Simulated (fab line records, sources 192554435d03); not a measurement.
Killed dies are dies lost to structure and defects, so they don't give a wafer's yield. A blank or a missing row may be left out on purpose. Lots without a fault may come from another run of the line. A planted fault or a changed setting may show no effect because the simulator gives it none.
fab line records | flow n5_finfet
record lots=9 wafers=27 last_day=17
route steps=1938 shown BEOL_M5@1152 MIM_BOT_ETCH@1868 TV_OPEN@1890 PASSIVATION@1908
lots that met no fault: from a run of the same line without faults
start_h: hours from the record's first day to the start of the lot's first wafer shown | wait_h: hours since the lot's step before | " the same as in the row above | L1.1+2: a row that stands for several wafers | - no value, or no start given | * or withheld: withheld | < > ~ a bound
route shown NAME@n: a module of which the file shows steps, and the number in the route of the first | usual: mean/standard deviation of fault-free wafers | same: alike in all rows | chamber/n: place in a boat | sites: the reading at each site | _std_site: their standard deviation | _edge_site: outer sites' mean less inner sites' | radius_mm: how far each site lies from the wafer's centre | mask NAME#n: copy n | behind: the tool/chamber that last shaped the wafer | hold: why the lot was held/for how many hours/how that ended | device: the transistor (n, p or np) that didn't switch | end of line: the same wafers' tests at the end of the route | a step without rows: its recipe alone | killed: dies lost to structure and defects at the first sort, not the wafer's yield | map: a wafer's dies, x killed, . not, _ none there
set.NAME: the setting as run; set.NAME@STEP: as run at that earlier step | model.NAME: the simulator's own value behind a step, which no gauge read
steps of the route over a sample of lots; a table a step, a row a wafer
services: from which hour (start_h, from the record's first day; less than 0 if before it) a tool's chamber was out of use, for how many hours, and why
## steps
# step N5_BEOL_M5_ETCH_75
# recipe chemistry=N2/H2 target=underlayer target_depth_a=65 mask_material=CAR-EUV time_s=5.2 ion_energy_ev=200 pressure_mtorr=30 source_w=840 bias_w=150 n2_flow_sccm=200 h2_flow_sccm=200 ends=cleared
# usual chamber_pressure_mTorr=30.00/0.04 drypump_motor_current_A=5.85/0.21 etch_rf_on_time_s=5.19/0.081 oes_product_au=0.68/0.081 rf_vpp_V=524/3.1 showerhead_plenum_p_Torr=2.53/0.1 throttle_valve_pct=17.92/0.24
# columns lot.wafer tool chamber start_h wait_h chamber_pressure_mTorr drypump_motor_current_A etch_rf_on_time_s oes_product_au rf_hours_counter_h rf_vpp_V showerhead_plenum_p_Torr throttle_valve_pct
L353.1 rie_diel-04 3 175.66 0.0 30.04 6.21 5.28 0.63 175 523 2.54 18.15
L353.2 " 0 " " 29.98 5.58 5.18 0.63 186 520 2.41 17.95
L353.4 " 3 " " 29.99 6.20 5.24 0.64 - 521 2.54 18.15
L357.1 rie_diel-05 3 191.32 0.0 29.96 6.02 5.23 0.63 153 519 2.43 17.91
L357.2 " 2 " " 30.01 5.80 5.13 0.75 59 528 2.70 18.01
L357.4 " 0 " " 30.06 5.83 5.19 0.59 230 523 2.51 18.27
L358.2 rie_diel-04 0 202.88 0.0 29.98 5.55 5.20 0.62 194 520 2.41 17.95
L358.4 " 3 " " 30.02 6.20 5.28 0.63 182 523 2.54 18.16
L358.5 " 0 " " 30.10 5.55 5.20 0.61 - 520 2.41 17.97
L359.1 rie_diel-04 1 211.14 0.0 30.00 6.01 5.16 0.71 88 525 2.48 17.69
L359.5 " 1 " " 29.98 6.02 5.19 0.71 - 522 2.48 17.71
L359.6 " 2 " " 30.03 5.57 5.32 0.76 - 528 2.71 17.45
L365.1 rie_diel-05 1 247.44 0.0 30.03 5.68 5.24 0.81 5 521 2.50 17.57
L365.2 " 3 " " 29.99 5.98 5.25 0.61 174 520 2.42 17.91
L365.5 " 2 " " 30.05 5.81 5.13 0.71 - 526 2.69 18.05
L368.2 rie_diel-03 3 267.28 0.0 29.94 5.81 5.14 0.78 23 530 2.70 17.52
L368.5 " 3 " " 30.02 5.80 5.14 0.79 - 530 2.70 17.51
L368.6 " 2 " " 30.05 5.79 5.33 0.62 - 528 2.62 17.94
L373.1 rie_diel-05 2 295.17 0.0 30.06 5.80 5.16 0.70 95 530 2.68 18.05
L373.2 " 0 " " 29.98 5.82 5.09 0.80 10 522 2.50 17.89
L373.3 " 3 " " 30.00 5.99 5.26 0.61 188 519 2.42 17.98
L374.1 rie_diel-04 1 302.95 0.0 29.98 6.01 5.23 0.68 109 520 2.47 17.73
L374.4 " 2 " " 30.05 5.57 5.36 0.72 34 529 2.69 17.52
L374.5 " 3 " " 29.94 6.20 5.25 0.61 - 523 2.53 18.26
L375.2 rie_diel-04 3 319.77 0.0 30.06 6.25 5.30 0.60 217 525 2.53 18.25
L375.4 " 2 " " 30.00 5.63 5.26 0.73 39 526 2.69 17.52
L375.5 " 0 " " 30.01 5.52 5.18 0.60 - 519 2.40 17.99
# step N5_MIM_BOT_ETCH_ETCH_00
# recipe chemistry=Cl2/BCl3 target=TiN target_depth_a=455 ion_energy_ev=150 pressure_mtorr=10 icp_w=1000 bias_w=126 Cl2_flow_sccm=53.25 bcl3_flow_sccm=21.75 Ar_flow_sccm=25
# usual chamber_pressure_mTorr=10.000/0.0091 drypump_motor_current_A=5.5/0.48 he_backside_leak_sccm=3.39/0.22 oes_product_au=0.80/0.089 throttle_valve_pct=21.98/0.23
# columns lot.wafer tool chamber start_h wait_h chamber_pressure_mTorr drypump_motor_current_A he_backside_leak_sccm oes_product_au rf_hours_counter_h throttle_valve_pct
L353.1 rie_metal-01 0 255.29 0.1 10.004 5.9 3.47 0.78 32 22.15
L353.2 " 1 " " 9.996 5.1 3.54 0.86 19 21.96
L353.4 " 1 " " 10.006 5.1 3.23 0.86 - 21.96
L357.1 rie_metal-02 0 278.34 0.1 10.013 5.4 3.66 0.63 108 22.37
L357.2 " 1 " " 10.002 5.6 3.26 0.61 120 22.09
L357.4 " 1 " " 10.004 5.6 3.45 0.61 - 22.10
L358.2 rie_metal-02 0 283.75 0.2 10.000 5.4 3.72 0.64 - 22.34
L358.4 " 0 " " 10.003 5.4 3.64 0.64 - 22.36
L358.5 " 0 " " 9.999 5.4 3.63 0.63 - 22.35
L359.1 rie_metal-01 1 291.90 0.1 10.002 5.1 3.50 0.85 22 21.98
L359.5 " 1 " " 10.016 5.1 3.77 0.84 - 21.99
L359.6 " 0 " " 9.993 5.9 3.49 0.75 - 22.19
L365.1 rie_metal-01 1 333.61 0.1 10.011 5.1 3.67 0.84 26 22.00
L365.2 " 0 " " 9.981 5.9 3.28 0.76 40 22.19
L365.5 " 1 " " 9.988 5.1 3.56 0.83 - 21.99
L368.2 rie_metal-01 1 358.14 0.1 9.992 5.1 3.55 0.82 29 21.98
L368.5 " 0 " " 9.995 5.9 3.37 0.74 - 22.23
L368.6 " 1 " " 10.002 5.1 3.64 0.82 - 22.00
L373.1 rie_metal-03 0 383.67 0.1 9.986 6.4 3.34 0.82 20 21.47
L373.2 " 1 " " 10.007 4.8 2.99 0.80 40 21.78
L373.3 " 0 " " 10.012 6.3 3.43 0.83 - 21.46
L374.1 rie_metal-03 0 394.60 0.1 9.999 6.4 3.16 0.84 21 21.46
L374.4 " 1 " " 10.004 4.8 3.51 0.79 - 21.79
L374.5 " 0 " " 9.998 6.4 3.25 0.83 - 21.45
L375.2 rie_metal-03 1 401.66 0.1 10.008 4.8 3.17 0.80 42 21.79
L375.4 " 1 " " 10.006 4.8 3.19 0.79 - 21.78
L375.5 " 1 " " 10.011 4.8 3.20 0.80 - 21.78
# step N5_PASSIVATION_ETCH_15
# recipe chemistry=CF4/N2 target=SiCN target_depth_a=750 taper_deg=2 time_s=81.2 ion_energy_ev=150 mask_material=SiNx pressure_mtorr=40 source_w=430 bias_w=70 Ar_flow_sccm=100 cf4_flow_sccm=60 n2_flow_sccm=60
# usual chamber_pressure_mTorr=40.00/0.039 drypump_motor_current_A=5.85/0.24 oes_product_au=0.79/0.087 rf_vpp_V=382.3/2.3 showerhead_plenum_p_Torr=2.21/0.088 throttle_valve_pct=15.50/0.26
# same time_s=81.2
# columns lot.wafer tool chamber start_h wait_h chamber_pressure_mTorr drypump_motor_current_A oes_product_au rf_hours_counter_h rf_vpp_V showerhead_plenum_p_Torr throttle_valve_pct
L353.1 rie_diel-03 2 - - 39.98 5.70 0.73 179 384.0 2.27 15.58
L353.2 " 3 " " 39.98 5.76 0.92 21 387.0 2.34 15.10
L353.4 " 1 " " 39.99 5.59 0.72 199 380.7 2.12 15.66
L357.1 rie_diel-05 3 - - 39.96 5.99 0.71 184 379.6 2.11 15.72
L357.2 " 1 " " 39.97 5.67 0.94 17 382.5 2.18 15.10
L357.4 " 2 " " 39.97 5.81 0.84 90 385.5 2.33 15.57
L358.2 rie_diel-05 2 - - 39.95 5.83 0.83 92 385.1 2.33 15.59
L358.4 " 1 " " 40.04 5.67 0.93 19 381.9 2.17 15.12
L358.5 " 1 " " 40.01 5.67 0.93 - 381.4 2.17 15.11
L359.1 rie_diel-04 2 - - 39.95 5.61 0.85 33 385.8 2.34 15.18
L359.5 " 3 " " 40.00 6.22 0.71 - 382.2 2.19 15.82
L359.6 " 2 " " 39.98 5.59 0.85 - 386.4 2.34 15.16
L365.1 rie_diel-03 3 - - 39.97 5.76 0.87 45 385.6 2.33 15.16
L365.2 " 0 " " 39.99 6.27 0.68 230 382.5 2.18 15.79
L365.5 " 0 " " 40.00 6.29 0.68 - 380.4 2.18 15.80
L368.2 rie_diel-03 0 - - 39.94 6.27 0.68 238 382.2 2.17 15.82
L368.5 " 0 " " 40.10 6.28 0.69 - 382.2 2.17 15.80
L368.6 " 1 " " 39.98 5.57 0.71 - 378.5 2.11 15.73
L373.1 rie_diel-04 3 - - 40.00 6.22 0.69 240 381.2 2.18 15.87
L373.2 " 2 " " 40.02 5.63 0.81 62 384.7 2.33 15.23
L373.3 " 0 " " 39.94 5.53 0.71 226 379.0 2.10 15.61
L374.1 rie_diel-04 1 - - 40.07 6.03 0.78 140 379.2 2.13 15.31
L374.4 " 0 " " 40.03 5.54 0.70 229 379.4 2.10 15.62
L374.5 " 3 " " 39.99 6.21 0.69 - 381.2 2.18 15.89
L375.2 rie_diel-04 3 - - 40.00 6.21 0.69 245 381.0 2.18 15.89
L375.4 " 2 " " 39.98 5.60 0.80 - 384.7 2.33 15.24
L375.5 " 3 " " 39.95 6.21 0.69 - 380.1 2.18 15.89
# step N5_PASSIVATION_DESCUM_32
# recipe chemistry=O2 time_s=7.9 source_power_w=50 bias_power_w=20 pressure_mtorr=20 rf_frequency_hz=2.712e+07 temp_c=40 o2_flow_sccm=225
# usual chamber_pressure_mTorr=19.999/0.02 drypump_motor_current_A=5.7/0.51 oes_product_au=0.81/0.069 rf_vpp_V=242.9/1.4 showerhead_plenum_p_Torr=2.08/0.074 throttle_valve_pct=20.40/0.24
# same time_s=7.9
# columns lot.wafer tool chamber start_h wait_h chamber_pressure_mTorr drypump_motor_current_A oes_product_au rf_hours_counter_h rf_vpp_V showerhead_plenum_p_Torr throttle_valve_pct
L353.1 rie_diel-01 0 262.12 0.2 20.015 4.7 0.71 236 241.9 2.04 20.24
L353.2 " 2 " " 20.006 6.2 0.88 38 244.2 2.12 20.26
L353.4 " 2 " " 19.984 6.2 0.89 - 244.4 2.12 20.26
L357.1 rie_diel-01 1 281.76 0.0 19.977 5.0 0.70 217 241.9 2.01 21.13
L357.2 " 0 " " 19.973 4.7 0.70 242 243.7 2.04 20.24
L357.4 " 3 " " 19.993 5.3 0.85 64 241.2 2.02 20.22
L358.2 rie_diel-06 2 287.72 0.0 20.007 5.6 0.68 243 244.0 2.15 20.95
L358.4 " 1 " " 19.988 6.3 0.87 51 241.3 2.04 20.18
L358.5 " 0 " " 19.998 5.7 0.81 - 245.1 2.21 20.29
L359.1 rie_diel-02 3 296.32 0.0 19.960 6.1 0.88 49 242.0 2.03 20.36
L359.5 " 2 " " 20.023 5.8 0.84 - 244.2 2.12 20.34
L359.6 " 3 " " 20.028 6.1 0.89 - 243.2 2.03 20.37
L365.1 rie_diel-06 1 337.10 0.5 19.979 6.3 0.84 70 243.5 2.03 20.19
L365.2 " 3 " " 19.979 5.6 0.76 144 239.8 2.00 20.56
L365.5 " 1 " " 19.976 6.3 0.84 - 242.9 2.03 20.20
L368.2 rie_diel-06 2 363.17 0.1 20.032 5.6 0.94 9 244.0 2.14 20.61
L368.5 " 0 " " 20.010 5.7 0.78 - 243.6 2.20 20.33
L368.6 " 1 " " 19.997 6.3 0.83 - 241.8 2.03 20.22
L373.1 rie_diel-01 2 388.38 0.0 20.005 6.2 0.82 84 243.1 2.11 20.33
L373.2 " 3 " " 19.998 5.4 0.81 105 241.2 2.01 20.30
L373.3 " 0 " " 20.014 4.7 0.89 26 243.5 2.03 19.95
L374.1 rie_diel-06 0 399.00 0.0 19.931 5.7 0.78 130 244.0 2.20 20.34
L374.4 " 3 " " 20.004 5.6 0.74 161 242.6 1.99 20.59
L374.5 " 0 " " 20.004 5.7 0.77 - 245.0 2.20 20.35
L375.2 rie_diel-02 1 404.41 0.0 19.994 6.4 0.72 222 241.8 2.00 20.43
L375.4 " 0 " " 19.988 5.5 0.78 116 246.0 2.21 20.51
L375.5 " 2 " " 19.957 5.8 0.80 - 243.3 2.11 20.42
# step N5_PASSIVATION_PROBE_49
# usual defect_limited_yield=91.0/1.5 killed_at_M0_to_M3=34/11 killed_at_M4_up=14/5.3 killed_at_contacts=13/7 killed_at_front_end=41/13 killed_at_other=4/3.1 killed_dies=106/17 killed_on_rim=14/3.9 killed_open=70/12 killed_short=35/8 sort_bin_5_function=5.2/0.98 sort_bin_6_memory=3.4/0.69 sort_n_pass=1074/17 sort_yield_pct=91.0/1.5
# same gross_dies=1180 killed_at_back_side=0 sort_bin_4_leakage[%]=0 sort_bin_8_speed[%]=0
# columns lot.wafer tool chamber start_h wait_h defect_limited_yield[%] killed_at_M0_to_M3 killed_at_M4_up killed_at_contacts killed_at_front_end killed_at_other killed_dies killed_on_rim killed_open killed_short sort_bin_5_function[%] sort_bin_6_memory[%] sort_n_pass sort_yield_pct[%]
L357.1 prober-01 - 286.73 0.0 89.3 75 14 10 21 6 126 20 87 39 5.8 4.2 1054 89.3
L357.2 prober-01 - 286.78 0.1 91.5 41 16 17 24 2 100 17 73 27 4.8 3.6 1080 91.5
L357.4 prober-01 - 286.88 0.2 90.7 41 20 8 37 4 110 13 72 38 5.6 3.5 1070 90.7
L358.2 prober-01 - 292.78 0.1 85.8 30 78 12 37 11 168 28 72 47 8.0 4.8 1012 85.8
L358.4 prober-01 - 292.88 0.2 85.3 36 96 9 31 2 174 26 60 33 9.0 4.2 1006 85.3
L358.5 prober-01 - 292.93 0.2 86.6 41 77 9 27 4 158 32 69 38 8.1 4.1 1022 86.6
L359.1 prober-02 - 301.94 0.0 83.7 48 87 8 45 4 192 28 73 39 10.0 4.2 988 83.7
L359.5 prober-02 - 302.14 0.2 85.3 21 102 26 22 2 173 27 68 21 9.9 3.1 1007 85.3
L359.6 prober-02 - 302.19 0.3 83.3 36 100 14 44 3 197 30 74 38 9.5 4.7 983 83.3
L365.1 prober-02 - 341.91 0.0 91.4 31 12 10 43 6 102 18 69 33 5.3 3.1 1078 91.4
L365.2 prober-02 - 341.96 0.1 88.9 48 21 9 51 2 131 23 89 42 6.8 3.7 1049 88.9
L365.5 prober-02 - 342.11 0.2 91.8 23 20 6 43 5 97 16 55 39 4.8 3.0 1083 91.8
L368.2 prober-02 - 368.26 0.1 90.9 32 12 8 51 4 107 14 61 46 5.5 3.1 1073 90.9
L368.5 prober-02 - 368.41 0.2 90.9 35 7 15 47 3 107 15 76 31 5.3 3.6 1073 90.9
L368.6 prober-02 - 368.46 0.3 91.7 26 8 6 54 4 98 16 57 41 4.8 3.0 1082 91.7
# killed by level:class
L357.1 BEOL_M2:geometric_particle:open=22 BEOL_M0_SAQP:geometric_particle:open=17 BEOL_M0_SAQP:geometric_particle:short=17 MOL_CONTACT_COAG:geometric_particle:open=10 BEOL_M4:geometric_particle:open=9 BEOL_M0:geometric_particle:open=7 BEOL_M1:geometric_particle:open=4 BEOL_M3:geometric_particle:open=4
L357.2 MOL_CONTACT_COAG:geometric_particle:open=14 BEOL_M3:geometric_particle:open=12 FIN_SAQP:geometric_particle:short=7 FIN_SAQP:geometric_particle:open=7 BEOL_M0_SAQP:geometric_particle:open=7 BEOL_M0_SAQP:geometric_particle:short=6 BEOL_M2:geometric_particle:open=6 BEOL_M4:geometric_particle:open=6
L357.4 BEOL_M4:geometric_particle:open=15 STI_FIN_REVEAL:geometric_particle:open=10 BEOL_M2:geometric_particle:open=9 BEOL_M0_SAQP:geometric_particle:short=9 BEOL_M0_SAQP:geometric_particle:open=9 MOL_CONTACT_COAG:geometric_particle:open=6 FIN_SAQP:geometric_particle:short=5 BEOL_M1:geometric_particle:open=5
L358.2 BEOL_M5:unspecified=47 BEOL_M0_SAQP:geometric_particle:short=14 BEOL_M4:geometric_particle:open=11 MOL_CONTACT_COAG:geometric_particle:open=8 BEOL_M3:geometric_particle:open=8 DUMMY_GATE:geometric_particle:open=6 BEOL_M4:geometric_particle:short=6 FIN_SAQP:geometric_particle:short=5
L358.4 BEOL_M5:unspecified=81 BEOL_M0_SAQP:geometric_particle:open=9 BEOL_M4:geometric_particle:open=8 MOL_CONTACT_COAG:geometric_particle:open=7 STI_FIN_REVEAL:geometric_particle:open=6 FIN_SAQP:geometric_particle:short=5 FIN_SAQP:geometric_particle:open=5 GATE_CUT:geometric_particle:short=5
L358.5 BEOL_M5:unspecified=50 BEOL_M4:geometric_particle:open=19 BEOL_M3:geometric_particle:open=18 BEOL_M3:geometric_particle:short=12 FIN_SAQP:geometric_particle:short=8 MOL_CONTACT_COAG:geometric_particle:open=6 BEOL_M1:geometric_particle:open=4 GATE_CUT:geometric_particle:open=3
L359.1 BEOL_M5:unspecified=80 STI_FIN_REVEAL:geometric_particle:open=12 BEOL_M2:geometric_particle:open=12 BEOL_M0_SAQP:geometric_particle:short=11 FIN_SAQP:geometric_particle:open=10 GATE_CUT:geometric_particle:short=8 BEOL_M0_SAQP:geometric_particle:open=6 BEOL_M1:geometric_particle:open=6
L359.5 BEOL_M5:unspecified=83 MOL_CONTACT_COAG:geometric_particle:open=22 BEOL_M4:geometric_particle:open=12 STI_FIN_REVEAL:geometric_particle:open=9 BEOL_M2:geometric_particle:open=7 FIN_SAQP:geometric_particle:short=5 BEOL_M3:geometric_particle:open=5 MOL_CONTACT_COAG:geometric_particle:short=4
L359.6 BEOL_M5:unspecified=85 STI_FIN_REVEAL:geometric_particle:open=18 BEOL_M2:geometric_particle:open=14 BEOL_M4:geometric_particle:open=9 MOL_CONTACT_COAG:geometric_particle:open=9 BEOL_M0_SAQP:geometric_particle:open=6 GATE_CUT:geometric_particle:short=5 MOL_CONTACT_COAG:geometric_particle:short=5
L365.1 BEOL_M2:geometric_particle:open=13 FIN_SAQP:geometric_particle:open=8 STI_FIN_REVEAL:geometric_particle:open=8 MOL_CONTACT_COAG:geometric_particle:open=7 DUMMY_GATE:geometric_particle:open=6 FIN_SAQP:geometric_particle:short=5 BEOL_M2:geometric_particle:short=4 STARTING-WAFER:geometric_particle:short=4
L365.2 BEOL_M2:geometric_particle:open=12 FIN_SAQP:geometric_particle:short=11 BEOL_M1:geometric_particle:open=10 MOL_CONTACT_COAG:geometric_particle:open=9 BEOL_M4:geometric_particle:open=9 STI_FIN_REVEAL:geometric_particle:open=8 GATE_CUT:geometric_particle:short=7 GATE_CUT:geometric_particle:open=7
L365.5 FIN_SAQP:geometric_particle:short=9 STI_FIN_REVEAL:geometric_particle:open=8 BEOL_M4:geometric_particle:open=8 BEOL_M2:geometric_particle:open=7 MOL_CONTACT_COAG:geometric_particle:open=5 BEOL_M2:geometric_particle:short=4 BEOL_M3:geometric_particle:open=4 BEOL_M6:geometric_particle:open=4
L368.2 FIN_SAQP:geometric_particle:short=13 FIN_SAQP:geometric_particle:open=10 STI_FIN_REVEAL:geometric_particle:open=10 MOL_CONTACT_COAG:geometric_particle:open=6 BEOL_M0_SAQP:geometric_particle:open=6 BEOL_M4:geometric_particle:open=6 BEOL_M3:geometric_particle:open=5 BEOL_M0_SAQP:geometric_particle:short=5
L368.5 FIN_SAQP:geometric_particle:open=16 MOL_CONTACT_COAG:geometric_particle:open=15 BEOL_M1:geometric_particle:open=10 BEOL_M2:geometric_particle:open=9 ILD0:geometric_particle:short=7 FIN_SAQP:geometric_particle:short=5 GATE_CUT:geometric_particle:short=5 BEOL_M0:geometric_particle:open=4
L368.6 FIN_SAQP:geometric_particle:short=11 FIN_SAQP:geometric_particle:open=9 STI_FIN_REVEAL:geometric_particle:open=7 MOL_CONTACT_COAG:geometric_particle:open=5 BEOL_M3:geometric_particle:open=5 ILD0:geometric_particle:short=4 ILD0:geometric_particle:open=4 BEOL_M1:geometric_particle:open=4
## services
# columns tool chamber start_h hours kind
rie_diel-05 2 156.09 5.9 repair
rie_diel-03 - 158.81 0.4 repair
rie_metal-01 1 176.03 10.8 repair
rie_metal-03 0 196.89 10.6 repair
rie_diel-06 - 215.62 15.6 pm
rie_diel-04 - 234.11 1.7 repair
rie_diel-01 3 246.14 18.9 repair
rie_diel-04 0 248.92 19.3 repair
rie_diel-05 - 261.73 0.6 repair
rie_diel-05 - 266.08 0.8 repair
rie_metal-01 1 271.26 6.8 repair
rie_metal-03 0 273.61 97.5 repair
rie_diel-04 1 276.61 5.4 repair
rie_diel-04 - 281.45 0.4 repair
rie_diel-04 1 283.72 16.7 repair
rie_diel-05 1 290.76 9.6 repair
rie_diel-03 1 318.53 5.0 repair
rie_diel-04 0 325.47 51.5 repair
rie_diel-04 - 336.74 2.8 pm
rie_diel-05 0 345.20 7.0 repair
rie_diel-06 3 380.46 6.0 repair
rie_diel-04 1 399.64 4.2 repair
rie_metal-01 0 399.87 6.2 repair
rie_diel-05 3 401.01 6.9 repair
## key
first_sign step=N5_PASSIVATION_PROBE_49 reading=killed_at_M4_up direction=up sigmas=14 usual=14 struck=90
effect step=N5_PASSIVATION_PROBE_49 reading=defect_limited_yield direction=down sigmas=4.1 usual=91.0 struck=85.0
more_kills_born_at N5_BEOL_M5_ETCH_75@rie_diel-04=426
met_at N5_BEOL_M5_ETCH_75
struck_lots L358,L359
not_acting_at N5_MIM_BOT_ETCH_ETCH_00,N5_PASSIVATION_ETCH_15,N5_PASSIVATION_DESCUM_32
onset_between 175.66 202.88
fault kind=chamber_particle_source tool=rie_diel-04 chamber=- onset_h=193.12 steps=N5_BEOL_M5_ETCH_75 rate_per_visit_cm2=0.65734 end_h=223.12
